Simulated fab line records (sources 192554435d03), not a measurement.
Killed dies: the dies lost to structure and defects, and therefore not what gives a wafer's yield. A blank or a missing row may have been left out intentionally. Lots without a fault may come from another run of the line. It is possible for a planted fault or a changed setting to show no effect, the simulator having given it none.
fab line records	flow n5-finfet
record lots=24	wafers=72	last-day=19
route steps=1938 shown BEOL_M2@919 BEOL_M3@982
lots that met no fault: taken from a fault-free run of the same line
start-h: start of the lot's first displayed wafer, in hours after the record's first day	wait-h: time in hours since the lot's previous step	" same as the row above	L1.1+2: a row that stands for several wafers	- no value, or no start given	* or withheld: withheld	< > ~ a bound
route shown NAME@n: a module of which the file shows steps, and the number in the route of the first	usual: mean/standard deviation of fault-free wafers	same: alike in all rows	chamber/n: place in a boat	sites: the reading at each site	_std_site: the values' standard deviation	_edge_site: inner sites' mean taken away from outer sites' mean	radius-mm: for every site, how far away it sits from the centre of the wafer	mask NAME#n: copy n	behind: the last tool/chamber to shape the wafer	hold: why the lot went on hold/how many hours it stayed there/how the hold came to an end	device: the n, p or np transistor that did not switch	end of line: tests of these same wafers at the route's end	for a step that has no rows: nothing shown but its recipe	killed: at the first sort, the dies lost to defects and structure; wafer yield is something else	map: per-die view of a wafer (x killed, . not killed, _ where there is no die)
set.NAME: setting as actually run; set.NAME@STEP: the setting as run at that earlier step	model.NAME: the simulator's own value behind a step, which no gauge read
a sample of lots followed through the steps of the route, with each step as a table and each wafer as a row
services: from which hour (start-h, from the record's first day; less than 0 if before it) a tool's chamber was out of use, for how many hours, and why
## steps
# step N5_BEOL_M2_ANNEAL_95
# recipe temp-c=400	time-s=240	ambient=vacuum
# usual heater-power-w=847/57	susceptor_temp_C_max=400.9/0.36
lot.wafer	tool	chamber	start-h	wait-h	heater-power-w	susceptor_temp_C_max
L074.1	pvd-sputter-02	-	164.08	0.0	820	400.7
L074.3	"	-	"	"	777	400.6
L074.5	"	-	"	"	843	400.8
L075.1	pvd-sputter-03	-	171.44	0.0	914	401.1
L075.4	"	-	"	"	918	401.4
L075.6	"	-	"	"	912	401.3
L076.2	pvd-sputter-02	-	174.46	0.0	829	401.3
L076.3	"	-	"	"	943	400.8
L076.6	"	-	"	"	764	401.1
L077.2	pvd-sputter-03	-	174.58	0.0	906	401.8
L077.3	"	-	"	"	902	400.4
L077.4	"	-	"	"	938	401.4
L078.1	pvd-sputter-03	-	179.20	0.0	927	400.5
L078.3	"	-	"	"	912	401.8
L078.6	"	-	"	"	897	401.1
L080.1	pvd-sputter-03	-	183.50	0.0	796	401.1
L080.3	"	-	"	"	910	400.6
L080.4	"	-	"	"	805	400.5
L079.2	pvd-sputter-01	-	184.77	0.0	852	401.7
L079.3	"	-	"	"	791	401.0
L079.5	"	-	"	"	809	401.0
L081.1	pvd-sputter-01	-	189.15	0.0	795	401.1
L081.4	"	-	"	"	841	400.8
L081.6	"	-	"	"	854	401.5
L082.1	pvd-sputter-01	-	196.98	0.0	864	401.2
L082.3	"	-	"	"	793	401.4
L082.6	"	-	"	"	801	401.2
L083.1	pvd-sputter-02	-	218.80	0.0	836	400.5
L083.2	"	-	"	"	943	400.4
L083.3	"	-	"	"	827	401.4
L084.3	pvd-sputter-01	-	226.10	0.0	806	400.8
L084.4	"	-	"	"	873	401.0
L084.6	"	-	"	"	846	400.8
L087.1	pvd-sputter-03	-	237.61	0.0	811	401.0
L087.4	"	-	"	"	792	400.6
L087.5	"	-	"	"	804	400.7
L085.3	pvd-sputter-02	-	237.74	0.0	823	400.6
L085.5	"	-	"	"	852	400.3
L085.6	"	-	"	"	793	401.0
L086.1	pvd-sputter-01	-	237.88	0.0	826	400.9
L086.4	"	-	"	"	844	401.3
L086.5	"	-	"	"	873	400.9
L089.2	pvd-sputter-02	-	250.58	0.0	928	401.2
L089.3	"	-	"	"	837	400.9
L089.5	"	-	"	"	833	401.9
L088.3	pvd-sputter-02	-	254.68	0.0	933	401.3
L088.5	"	-	"	"	960	401.2
L088.6	"	-	"	"	825	401.1
L090.1	pvd-sputter-03	-	259.52	0.0	782	401.0
L090.3	"	-	"	"	928	401.4
L090.6	"	-	"	"	933	401.2
L091.1	pvd-sputter-03	-	261.36	0.0	789	400.8
L091.4	"	-	"	"	910	401.0
L091.6	"	-	"	"	930	400.9
L092.2	pvd-sputter-01	-	266.41	0.0	831	401.9
L092.3	"	-	"	"	809	400.8
L092.6	"	-	"	"	839	400.9
L093.1	pvd-sputter-03	-	267.97	0.0	774	401.1
L093.3	"	-	"	"	792	400.6
L093.5	"	-	"	"	947	401.0
L094.3	pvd-sputter-03	-	275.70	0.0	938	401.2
L094.5	"	-	"	"	895	401.4
L094.6	"	-	"	"	793	400.8
L095.2	pvd-sputter-02	-	277.83	0.0	839	400.6
L095.4	"	-	"	"	922	401.1
L095.5	"	-	"	"	766	400.6
L096.3	pvd-sputter-01	-	291.93	0.0	865	400.9
L096.4	"	-	"	"	870	401.3
L096.5	"	-	"	"	833	400.6
L097.1	pvd-sputter-03	-	298.40	0.0	916	400.5
L097.3	"	-	"	"	807	401.1
L097.4	"	-	"	"	916	401.5
# step N5_BEOL_M2_DEP_57
# recipe material=SiCN	target-thk-a=80	temp-c=withheld	precursor=3MS/NH3	pressure-torr=3	rf-w=202	time-s=14
# usual chamber-pressure-Torr=3.001/0.0061	showerhead-plenum-p-Torr=3.666/0.017	throttle-valve-pct=9.1/0.84
lot.wafer	tool	chamber	start-h	wait-h	chamber-pressure-Torr	showerhead-plenum-p-Torr	throttle-valve-pct
L074.1	pecvd-04	2	165.21	0.0	3.001	3.671	8.4
L074.3	"	0	"	"	2.995	3.668	8.2
L074.5	"	0	"	"	2.992	3.663	8.4
L075.1	pecvd-02	1	172.84	0.0	3.010	3.670	9.5
L075.4	"	1	"	"	3.007	3.678	9.2
L075.6	"	2	"	"	3.011	3.654	9.9
L076.2	pecvd-03	1	175.59	0.0	3.006	3.695	9.4
L076.3	"	2	"	"	3.001	3.695	8.0
L076.6	"	0	"	"	2.994	3.652	11.0
L077.2	pecvd-04	1	175.72	0.0	3.004	3.656	9.7
L077.3	"	0	"	"	2.995	3.666	8.4
L077.4	"	1	"	"	3.007	3.649	9.6
L078.1	pecvd-02	1	180.34	0.0	2.998	3.681	9.1
L078.3	"	0	"	"	2.993	3.647	8.4
L078.6	"	1	"	"	3.001	3.673	9.5
L080.1	pecvd-02	2	184.62	0.0	3.006	3.649	9.9
L080.3	"	0	"	"	2.993	3.645	8.4
L080.4	"	1	"	"	3.009	3.666	9.1
L079.2	pecvd-04	1	185.92	0.0	3.007	3.648	9.8
L079.3	"	1	"	"	3.009	3.653	9.7
L079.5	"	1	"	"	2.998	3.651	9.6
L081.1	pecvd-04	1	190.30	0.0	2.996	3.647	9.7
L081.4	"	2	"	"	2.996	3.666	8.5
L081.6	"	1	"	"	3.002	3.651	9.7
L082.1	pecvd-04	2	198.10	0.0	3.005	3.673	8.7
L082.3	"	0	"	"	3.001	3.657	8.7
L082.6	"	0	"	"	3.004	3.658	8.5
L083.1	pecvd-02	0	220.09	0.0	3.009	3.633	8.3
L083.2	"	1	"	"	3.008	3.670	9.1
L083.3	"	0	"	"	3.006	3.643	8.5
L084.3	pecvd-04	2	227.25	0.0	2.995	3.688	8.5
L084.4	"	0	"	"	3.006	3.665	8.6
L084.6	"	2	"	"	2.989	3.681	8.4
L087.1	pecvd-03	0	238.76	0.0	3.002	3.649	11.0
L087.4	"	0	"	"	3.007	3.658	11.1
L087.5	"	2	"	"	2.996	3.678	7.8
L085.3	pecvd-03	1	239.06	0.0	2.997	3.686	9.5
L085.5	"	0	"	"	3.005	3.660	10.6
L085.6	"	1	"	"	3.006	3.685	9.3
L086.1	pecvd-04	0	239.16	0.0	3.002	3.656	8.5
L086.4	"	0	"	"	3.005	3.669	8.4
L086.5	"	2	"	"	2.996	3.672	8.7
L089.2	pecvd-03	2	251.70	0.0	3.003	3.695	8.3
L089.3	"	1	"	"	3.016	3.686	9.7
L089.5	"	1	"	"	3.022	3.690	9.2
L088.3	pecvd-04	0	255.80	0.0	2.994	3.659	8.5
L088.5	"	1	"	"	2.995	3.651	9.8
L088.6	"	0	"	"	3.000	3.666	8.5
L090.1	pecvd-03	1	260.64	0.0	3.010	3.687	9.6
L090.3	"	2	"	"	3.000	3.688	8.5
L090.6	"	2	"	"	2.992	3.681	8.1
L091.1	pecvd-03	1	262.51	0.0	3.002	3.687	9.6
L091.4	"	2	"	"	2.994	3.684	8.2
L091.6	"	1	"	"	2.987	3.700	9.5
L092.2	pecvd-02	2	267.58	0.0	3.002	3.639	9.2
L092.3	"	0	"	"	2.998	3.643	8.5
L092.6	"	2	"	"	3.000	3.636	8.9
L093.1	pecvd-04	2	269.43	0.0	3.007	3.677	8.7
L093.3	"	0	"	"	2.996	3.668	8.5
L093.5	"	0	"	"	3.006	3.667	8.7
L094.3	pecvd-02	2	276.82	0.0	3.001	3.640	9.0
L094.5	"	2	"	"	3.010	3.654	9.0
L094.6	"	1	"	"	2.992	3.682	9.3
L095.2	pecvd-02	0	279.23	0.0	3.005	3.648	8.6
L095.4	"	1	"	"	3.000	3.679	9.3
L095.5	"	2	"	"	3.006	3.642	9.1
L096.3	pecvd-04	0	293.34	0.0	3.001	3.662	8.7
L096.4	"	1	"	"	3.002	3.659	9.8
L096.5	"	2	"	"	2.994	3.693	8.8
L097.1	pecvd-03	1	299.59	0.0	2.992	3.696	9.4
L097.3	"	0	"	"	2.990	3.652	11.2
L097.4	"	1	"	"	2.996	3.688	9.5
# step N5_BEOL_M3_STRIP_97
# recipe chemistry=N2/H2	time-s=10	power-w=450	temp-c=40	pressure-mtorr=20	rf-frequency-hz=6e+07	bias-power-w=7	n2-flow-sccm=200	h2-flow-sccm=200
# usual drypump-motor-current-A=5.9/0.36	oes-product-au=0.79/0.096	rf-vpp-V=59.4/0.85	showerhead-plenum-p-Torr=2.58/0.076	throttle-valve-pct=23.67/0.27
lot.wafer	tool	chamber	start-h	wait-h	drypump-motor-current-A	oes-product-au	rf-hours-counter-h	rf-vpp-V	showerhead-plenum-p-Torr	throttle-valve-pct
L074.1	rie-diel-02	3	-	-	6.3	0.94	21	60.6	2.70	23.72
L074.3	"	1	"	"	5.7	0.96	5	59.4	2.60	23.50
L074.5	"	0	"	"	5.5	0.76	-	60.0	2.64	24.01
L075.1	rie-diel-01	1	-	-	5.8	0.69	250	59.5	2.62	24.23
L075.4	"	1	"	"	5.8	0.69	-	59.0	2.62	24.21
L075.6	"	3	"	"	5.8	0.86	-	59.8	2.57	23.45
L076.2	rie-diel-01	0	-	-	6.3	0.85	53	58.2	2.60	23.94
L076.3	"	3	"	"	5.8	0.86	57	60.5	2.57	23.44
L076.6	"	3	"	"	5.8	0.86	-	58.8	2.57	23.45
L077.2	rie-diel-05	2	-	-	5.0	0.75	176	58.4	2.41	23.34
L077.3	"	1	"	"	6.1	0.75	138	59.5	2.53	23.46
L077.4	"	0	"	"	6.1	0.69	219	59.1	2.61	23.82
L078.1	rie-diel-05	1	-	-	6.0	0.76	140	58.7	2.53	23.45
L078.3	"	0	"	"	6.1	0.68	220	59.1	2.61	23.85
L078.6	"	0	"	"	6.1	0.69	-	59.8	2.61	23.85
L080.1	rie-diel-01	3	-	-	5.9	0.84	66	59.8	2.56	23.47
L080.3	"	0	"	"	6.3	0.85	62	58.4	2.59	23.95
L080.4	"	0	"	"	6.3	0.84	-	60.2	2.59	23.94
L081.1	rie-diel-02	0	-	-	5.5	0.75	172	60.7	2.63	24.05
L081.4	"	2	"	"	6.2	0.68	-	57.8	2.52	23.61
L081.6	"	0	"	"	5.5	0.75	-	59.9	2.63	24.06
L079.2	rie-diel-01	0	-	-	6.3	0.84	64	59.2	2.59	23.94
L079.3	"	0	"	"	6.3	0.85	-	60.4	2.59	23.93
L079.5	"	2	"	"	5.9	1.00	-	58.7	2.69	23.18
L082.1	rie-diel-05	3	-	-	5.8	0.67	246	59.3	2.59	23.68
L082.3	"	2	"	"	5.0	0.74	183	59.1	2.41	23.32
L082.6	"	0	"	"	6.1	0.68	-	58.8	2.61	23.84
L083.1	rie-diel-05	0	-	-	6.1	0.68	226	58.5	2.61	23.88
L083.2	"	3	"	"	5.8	0.68	247	60.1	2.59	23.71
L083.3	"	1	"	"	6.0	0.75	147	59.2	2.53	23.46
L084.3	rie-diel-01	0	-	-	6.3	0.83	72	58.4	2.59	23.95
L084.4	"	3	"	"	5.8	0.83	73	58.0	2.56	23.47
L084.6	"	0	"	"	6.3	0.83	-	59.8	2.59	23.95
L087.1	rie-diel-02	3	-	-	6.3	0.87	49	59.4	2.69	23.77
L087.4	"	1	"	"	5.7	0.89	24	59.4	2.59	23.49
L087.5	"	3	"	"	6.3	0.88	-	60.4	2.69	23.75
L086.1	rie-diel-02	3	-	-	6.3	0.87	49	59.8	2.69	23.76
L086.4	"	1	"	"	5.7	0.89	25	59.7	2.59	23.50
L086.5	"	1	"	"	5.7	0.89	-	59.2	2.59	23.52
L085.3	rie-diel-05	1	-	-	6.0	0.75	157	60.7	2.52	23.47
L085.5	"	0	"	"	6.1	0.68	-	59.5	2.61	23.86
L085.6	"	2	"	"	5.0	0.73	-	58.7	2.40	23.35
L089.2	rie-diel-02	1	-	-	5.7	0.90	28	58.8	2.59	23.50
L089.3	"	3	"	"	6.2	0.87	52	60.5	2.69	23.76
L089.5	"	1	"	"	5.7	0.90	-	59.9	2.59	23.53
L088.3	rie-diel-02	3	-	-	6.3	0.86	53	59.8	2.69	23.76
L088.5	"	3	"	"	6.3	0.87	-	58.8	2.69	23.77
L088.6	"	0	"	"	5.5	0.73	-	60.2	2.63	24.07
L091.1	rie-diel-02	3	-	-	6.3	0.86	56	60.0	2.69	23.77
L091.4	"	2	"	"	6.2	0.67	240	60.8	2.51	23.65
L091.6	"	0	"	"	5.5	0.74	-	59.5	2.62	24.08
L090.1	rie-diel-05	2	-	-	5.0	0.73	204	57.8	2.40	23.38
L090.3	"	1	"	"	6.0	0.74	166	60.2	2.52	23.49
L090.6	"	1	"	"	6.0	0.73	-	60.2	2.52	23.46
L092.2	rie-diel-05	3	-	-	5.8	0.94	7	59.4	2.59	23.42
L092.3	"	0	"	"	6.1	0.68	244	58.7	2.60	23.87
L092.6	"	3	"	"	5.8	0.94	-	58.4	2.59	23.41
L093.1	rie-diel-02	2	-	-	6.2	0.67	244	58.7	2.51	23.65
L093.3	"	1	"	"	5.7	0.88	35	59.7	2.58	23.52
L093.5	"	3	"	"	6.2	0.85	-	60.0	2.69	23.78
L094.3	rie-diel-01	0	-	-	6.3	0.81	90	60.5	2.58	23.99
L094.5	"	0	"	"	6.3	0.82	-	59.2	2.58	23.99
L094.6	"	3	"	"	5.8	0.82	-	59.5	2.55	23.51
L095.2	rie-diel-05	3	-	-	5.8	0.94	9	60.2	2.58	23.43
L095.4	"	1	"	"	6.0	0.73	171	60.1	2.52	23.49
L095.5	"	2	"	"	5.0	0.72	-	56.5	2.40	23.37
L096.3	rie-diel-01	3	-	-	5.8	0.81	93	58.4	2.55	23.48
L096.4	"	1	"	"	5.8	0.89	26	59.7	2.61	23.76
L096.5	"	3	"	"	5.9	0.81	-	59.6	2.55	23.47
L097.1	rie-diel-02	0	-	-	5.5	0.72	199	59.2	2.62	24.09
L097.3	"	2	"	"	6.2	0.66	248	57.8	2.51	23.65
L097.4	"	1	"	"	5.7	0.87	40	59.7	2.58	23.52
# step N5_BEOL_M3_OCD_MEAS_38
# usual trench-depth-nm=55.3/0.95
lot.wafer	tool	chamber	start-h	wait-h	trench-depth-nm
L074.1	ocd-01	-	168.33	-	56.7
L074.3	"	-	"	"	56.6
L074.5	"	-	"	"	54.1
L075.1	ocd-02	-	181.58	-	55.3
L075.4	"	-	"	"	54.9
L075.6	"	-	"	"	55.3
L076.2	ocd-01	-	186.62	-	55.4
L076.3	"	-	"	"	55.8
L076.6	"	-	"	"	55.8
L077.2	ocd-02	-	193.88	-	55.0
L077.3	"	-	"	"	54.2
L077.4	"	-	"	"	53.6
L078.1	ocd-01	-	203.58	-	54.7
L078.3	"	-	"	"	54.5
L078.6	"	-	"	"	54.8
L080.1	ocd-02	-	203.74	-	54.9
L080.3	"	-	"	"	55.8
L080.4	"	-	"	"	55.4
L081.1	ocd-01	-	207.69	-	54.7
L081.4	"	-	"	"	54.3
L081.6	"	-	"	"	54.3
L079.2	ocd-02	-	207.82	-	55.9
L079.3	"	-	"	"	55.5
L079.5	"	-	"	"	57.2
L082.1	ocd-01	-	221.36	-	55.5
L082.3	"	-	"	"	56.3
L082.6	"	-	"	"	54.6
L083.1	ocd-02	-	227.32	-	54.3
L083.2	"	-	"	"	55.0
L083.3	"	-	"	"	54.6
L084.3	ocd-01	-	231.10	-	54.8
L084.4	"	-	"	"	55.1
L084.6	"	-	"	"	55.5
L087.1	ocd-01	-	248.12	-	56.8
L087.4	"	-	"	"	55.9
L087.5	"	-	"	"	56.5
L086.1	ocd-02	-	251.63	-	56.9
L086.4	"	-	"	"	56.7
L086.5	"	-	"	"	55.6
L085.3	ocd-01	-	251.67	-	54.9
L085.5	"	-	"	"	54.9
L085.6	"	-	"	"	55.8
L089.2	ocd-01	-	260.17	-	55.4
L089.3	"	-	"	"	56.0
L089.5	"	-	"	"	55.3
L088.3	ocd-01	-	263.53	-	56.5
L088.5	"	-	"	"	56.4
L088.6	"	-	"	"	54.8
L091.1	ocd-01	-	274.69	-	56.1
L091.4	"	-	"	"	54.1
L091.6	"	-	"	"	54.2
L090.1	ocd-02	-	275.71	-	56.0
L090.3	"	-	"	"	54.9
L090.6	"	-	"	"	55.4
L092.2	ocd-01	-	284.00	-	55.1
L092.3	"	-	"	"	54.3
L092.6	"	-	"	"	55.9
L093.1	ocd-01	-	287.14	-	54.8
L093.3	"	-	"	"	55.2
L093.5	"	-	"	"	55.8
L094.3	ocd-02	-	287.47	-	55.8
L094.5	"	-	"	"	55.6
L094.6	"	-	"	"	55.1
L095.2	ocd-02	-	293.07	-	56.0
L095.4	"	-	"	"	54.0
L095.5	"	-	"	"	56.0
L096.3	ocd-01	-	298.64	-	55.6
L096.4	"	-	"	"	54.7
L096.5	"	-	"	"	54.8
L097.1	ocd-01	-	304.82	-	54.0
L097.3	"	-	"	"	54.5
L097.4	"	-	"	"	56.8
# step N5_BEOL_M3_ANNEAL_82
# recipe temp-c=400	time-s=240	ambient=vacuum
# usual heater-power-w=844/53	susceptor_temp_C_max=401.0/0.31
lot.wafer	tool	chamber	start-h	wait-h	heater-power-w	susceptor_temp_C_max
L074.1	pvd-sputter-01	-	170.58	0.0	783	400.6
L074.3	"	-	"	"	855	401.7
L074.5	"	-	"	"	843	400.8
L075.1	pvd-sputter-03	-	184.32	0.0	789	401.1
L075.4	"	-	"	"	922	401.0
L075.6	"	-	"	"	810	400.9
L076.2	pvd-sputter-03	-	190.60	0.0	888	400.8
L076.3	"	-	"	"	822	400.6
L076.6	"	-	"	"	912	400.7
L077.2	pvd-sputter-02	-	196.14	0.0	933	400.7
L077.3	"	-	"	"	810	401.1
L077.4	"	-	"	"	770	400.6
L078.1	pvd-sputter-01	-	205.52	0.0	806	400.9
L078.3	"	-	"	"	842	400.9
L078.6	"	-	"	"	848	400.8
L080.1	pvd-sputter-02	-	206.93	0.0	950	400.8
L080.3	"	-	"	"	794	400.9
L080.4	"	-	"	"	841	400.5
L081.1	pvd-sputter-02	-	209.65	0.0	831	401.0
L081.4	"	-	"	"	849	401.2
L081.6	"	-	"	"	929	400.6
L079.2	pvd-sputter-02	-	212.07	0.0	771	401.1
L079.3	"	-	"	"	916	400.8
L079.5	"	-	"	"	760	400.5
L082.1	pvd-sputter-02	-	223.56	0.0	784	401.1
L082.3	"	-	"	"	936	400.9
L082.6	"	-	"	"	927	401.0
L083.1	pvd-sputter-01	-	229.34	0.0	852	401.3
L083.2	"	-	"	"	809	400.7
L083.3	"	-	"	"	836	400.9
L084.3	pvd-sputter-01	-	232.46	0.0	818	401.4
L084.4	"	-	"	"	815	400.9
L084.6	"	-	"	"	836	400.9
L087.1	pvd-sputter-03	-	250.26	0.0	912	401.3
L087.4	"	-	"	"	930	400.8
L087.5	"	-	"	"	908	400.5
L086.1	pvd-sputter-03	-	253.38	0.0	798	400.7
L086.4	"	-	"	"	788	400.4
L086.5	"	-	"	"	800	400.9
L085.3	pvd-sputter-03	-	255.22	0.0	812	400.7
L085.5	"	-	"	"	929	400.7
L085.6	"	-	"	"	800	400.7
L089.2	pvd-sputter-03	-	262.10	0.0	808	400.3
L089.3	"	-	"	"	909	400.9
L089.5	"	-	"	"	813	400.8
L088.3	pvd-sputter-02	-	265.24	0.0	765	401.2
L088.5	"	-	"	"	952	400.8
L088.6	"	-	"	"	773	401.1
L091.1	pvd-sputter-01	-	276.72	0.0	795	401.2
L091.4	"	-	"	"	857	401.1
L091.6	"	-	"	"	842	401.4
L090.1	pvd-sputter-03	-	277.80	0.0	801	400.7
L090.3	"	-	"	"	805	400.8
L090.6	"	-	"	"	906	400.8
L092.2	pvd-sputter-01	-	285.92	0.0	849	401.3
L092.3	"	-	"	"	864	401.4
L092.6	"	-	"	"	849	401.2
L093.1	pvd-sputter-03	-	288.90	0.0	917	401.2
L093.3	"	-	"	"	793	400.8
L093.5	"	-	"	"	808	401.2
L094.3	pvd-sputter-02	-	290.55	0.0	845	400.4
L094.5	"	-	"	"	832	401.1
L094.6	"	-	"	"	827	400.6
L095.2	pvd-sputter-01	-	294.62	0.0	825	400.8
L095.4	"	-	"	"	812	401.0
L095.5	"	-	"	"	786	401.2
L096.3	pvd-sputter-01	-	300.50	0.0	824	401.4
L096.4	"	-	"	"	823	401.1
L096.5	"	-	"	"	851	401.4
L097.1	pvd-sputter-02	-	307.44	0.0	930	401.0
L097.3	"	-	"	"	817	401.5
L097.4	"	-	"	"	830	401.0
# step N5_BEOL_M3_ANNEAL_87
# recipe temp-c=400	time-s=240	ambient=vacuum
# usual heater-power-w=845/55	susceptor_temp_C_max=400.9/0.34
lot.wafer	tool	chamber	start-h	wait-h	heater-power-w	susceptor_temp_C_max
L074.1	pvd-sputter-01	-	170.80	0.0	804	401.0
L074.3	"	-	"	"	864	401.2
L074.5	"	-	"	"	865	401.3
L075.1	pvd-sputter-03	-	184.54	0.0	802	401.3
L075.4	"	-	"	"	908	400.7
L075.6	"	-	"	"	796	401.1
L076.2	pvd-sputter-03	-	190.82	0.0	919	401.3
L076.3	"	-	"	"	810	400.6
L076.6	"	-	"	"	904	401.0
L077.2	pvd-sputter-02	-	196.36	0.0	950	400.9
L077.3	"	-	"	"	806	401.2
L077.4	"	-	"	"	768	401.1
L078.1	pvd-sputter-01	-	205.74	0.0	812	401.0
L078.3	"	-	"	"	845	401.1
L078.6	"	-	"	"	849	401.0
L080.1	pvd-sputter-02	-	207.15	0.0	934	400.6
L080.3	"	-	"	"	767	400.9
L080.4	"	-	"	"	853	400.6
L081.1	pvd-sputter-02	-	209.87	0.0	825	401.1
L081.4	"	-	"	"	832	400.7
L081.6	"	-	"	"	925	401.3
L079.2	pvd-sputter-02	-	212.29	0.0	754	400.9
L079.3	"	-	"	"	955	401.3
L079.5	"	-	"	"	756	400.9
L082.1	pvd-sputter-02	-	223.78	0.0	796	400.4
L082.3	"	-	"	"	927	400.8
L082.6	"	-	"	"	943	400.2
L083.1	pvd-sputter-01	-	229.56	0.0	833	401.3
L083.2	"	-	"	"	795	401.2
L083.3	"	-	"	"	850	401.3
L084.3	pvd-sputter-01	-	232.68	0.0	816	401.0
L084.4	"	-	"	"	808	401.2
L084.6	"	-	"	"	855	401.2
L087.1	pvd-sputter-03	-	250.48	0.0	925	401.0
L087.4	"	-	"	"	922	400.9
L087.5	"	-	"	"	963	400.7
L086.1	pvd-sputter-03	-	253.60	0.0	798	400.7
L086.4	"	-	"	"	790	400.0
L086.5	"	-	"	"	794	400.4
L085.3	pvd-sputter-03	-	255.44	0.0	798	400.7
L085.5	"	-	"	"	917	401.1
L085.6	"	-	"	"	803	400.5
L089.2	pvd-sputter-03	-	262.32	0.0	817	400.8
L089.3	"	-	"	"	949	401.2
L089.5	"	-	"	"	808	401.0
L088.3	pvd-sputter-02	-	265.46	0.0	803	400.9
L088.5	"	-	"	"	917	400.9
L088.6	"	-	"	"	758	400.2
L091.1	pvd-sputter-01	-	276.94	0.0	785	401.0
L091.4	"	-	"	"	843	400.6
L091.6	"	-	"	"	871	401.3
L090.1	pvd-sputter-03	-	278.02	0.0	806	400.4
L090.3	"	-	"	"	784	400.7
L090.6	"	-	"	"	919	400.8
L092.2	pvd-sputter-01	-	286.14	0.0	845	401.4
L092.3	"	-	"	"	824	401.5
L092.6	"	-	"	"	857	401.3
L093.1	pvd-sputter-03	-	289.12	0.0	931	401.6
L093.3	"	-	"	"	811	400.5
L093.5	"	-	"	"	790	400.6
L094.3	pvd-sputter-02	-	290.77	0.0	852	400.8
L094.5	"	-	"	"	805	401.2
L094.6	"	-	"	"	851	400.8
L095.2	pvd-sputter-01	-	294.84	0.0	856	401.0
L095.4	"	-	"	"	797	400.9
L095.5	"	-	"	"	807	401.2
L096.3	pvd-sputter-01	-	300.72	0.0	824	400.8
L096.4	"	-	"	"	833	401.2
L096.5	"	-	"	"	850	401.1
L097.1	pvd-sputter-02	-	307.66	0.0	919	401.1
L097.3	"	-	"	"	842	400.6
L097.4	"	-	"	"	844	400.4
## services
tool	chamber	start-h	hours	kind
rie-diel-05	1	140.73	9.1	repair
pecvd-03	1	140.91	3.5	repair
pvd-sputter-03	-	144.16	23.3	repair
rie-diel-01	3	144.44	4.0	repair
rie-diel-01	2	168.39	-	clean
rie-diel-01	2	168.39	-	consumable-replace:focus-ring
rie-diel-02	2	177.07	8.7	repair
pvd-sputter-02	-	183.42	2.3	repair
pecvd-04	0	185.76	4.8	repair
pecvd-02	0	192.78	19.7	repair
rie-diel-02	1	203.82	16.6	repair
rie-diel-01	3	205.00	4.9	repair
pecvd-04	-	224.36	1.5	repair
pecvd-03	0	225.67	2.2	repair
rie-diel-05	0	227.75	9.5	repair
rie-diel-05	3	237.47	-	clean
rie-diel-05	3	237.47	-	consumable-replace:focus-ring
rie-diel-05	3	237.47	25.4	scheduled-down
rie-diel-05	3	237.47	25.4	vent-cycle
rie-diel-01	3	252.29	4.1	repair
rie-diel-02	-	263.90	1.7	repair
pecvd-04	-	305.66	14.0	repair
rie-diel-05	0	306.85	-	clean
rie-diel-05	0	306.85	-	consumable-replace:focus-ring
## key
fault none
